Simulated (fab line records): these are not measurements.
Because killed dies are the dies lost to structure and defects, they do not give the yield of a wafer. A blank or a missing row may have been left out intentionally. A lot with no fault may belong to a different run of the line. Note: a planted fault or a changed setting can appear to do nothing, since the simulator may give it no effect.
Chamber matching :: flow nand harc :: pecvd-03 running NHARC_A_SLIT_DEP_23: 3 sister chambers
The step deposits SiON, target thk 100 nm. 3 wafers are shown with their chamber, then 12 later ones without.

WAFERS PAIRED WITH THEIR CHAMBERS
wafer: L087.4
chamber: 0
heater power w (W): 721

wafer: L087.5
chamber: 1
heater power w (W): 654

wafer: L087.6
chamber: 2
heater power w (W): 721

WAFERS MISSING THEIR CHAMBER
wafer: L089.3
heater power w (W): 689

wafer: L089.5
heater power w (W): 687

wafer: L089.6
heater power w (W): 699

wafer: L092.1
heater power w (W): 663

wafer: L092.2
heater power w (W): 785

wafer: L092.4
heater power w (W): 817

wafer: L095.1
heater power w (W): 734

wafer: L095.2
heater power w (W): 680

wafer: L095.5
heater power w (W): 769

wafer: L097.1
heater power w (W): 733

wafer: L097.2
heater power w (W): 709

wafer: L097.4
heater power w (W): 749

CHAMBER TAKEN BY EACH
wafer: L089.3
from the rows above: can't be placed: 0 or 2 or 1
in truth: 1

wafer: L089.5
from the rows above: can't be placed: 1 or 0 or 2
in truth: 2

wafer: L089.6
from the rows above: can't be placed: 0 or 2 or 1
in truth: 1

wafer: L092.1
from the rows above: can't be placed: 1 or 0 or 2
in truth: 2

wafer: L092.2
from the rows above: can't be placed: 0 or 2 or 1
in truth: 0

wafer: L092.4
from the rows above: can't be placed: 0 or 2 or 1
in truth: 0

wafer: L095.1
from the rows above: can't be placed: 0 or 2 or 1
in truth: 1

wafer: L095.2
from the rows above: can't be placed: 1 or 0 or 2
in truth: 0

wafer: L095.5
from the rows above: can't be placed: 0 or 2 or 1
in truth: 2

wafer: L097.1
from the rows above: can't be placed: 0 or 2 or 1
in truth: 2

wafer: L097.2
from the rows above: can't be placed: 0 or 2 or 1
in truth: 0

wafer: L097.4
from the rows above: can't be placed: 0 or 2 or 1
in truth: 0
Correctly placed: 0 of 12. These rows do not allow placing 12 (true chamber among the candidates in 12). Number placed wrongly: 0.
How it was worked out, from the rows above alone: a wafer's distance from a chamber is the root of the sum, over the readings, of the square of ((its reading less the chamber's mean) divided by the reading's scatter). The wafer belongs to the nearest chamber; if the next one is less than 2 further off, it can't be placed. A chamber's mean is the mean of its shown wafers. The scatter: root of mean squared gap, hidden wafer to nearest shown wafer, with one shown wafer a chamber.
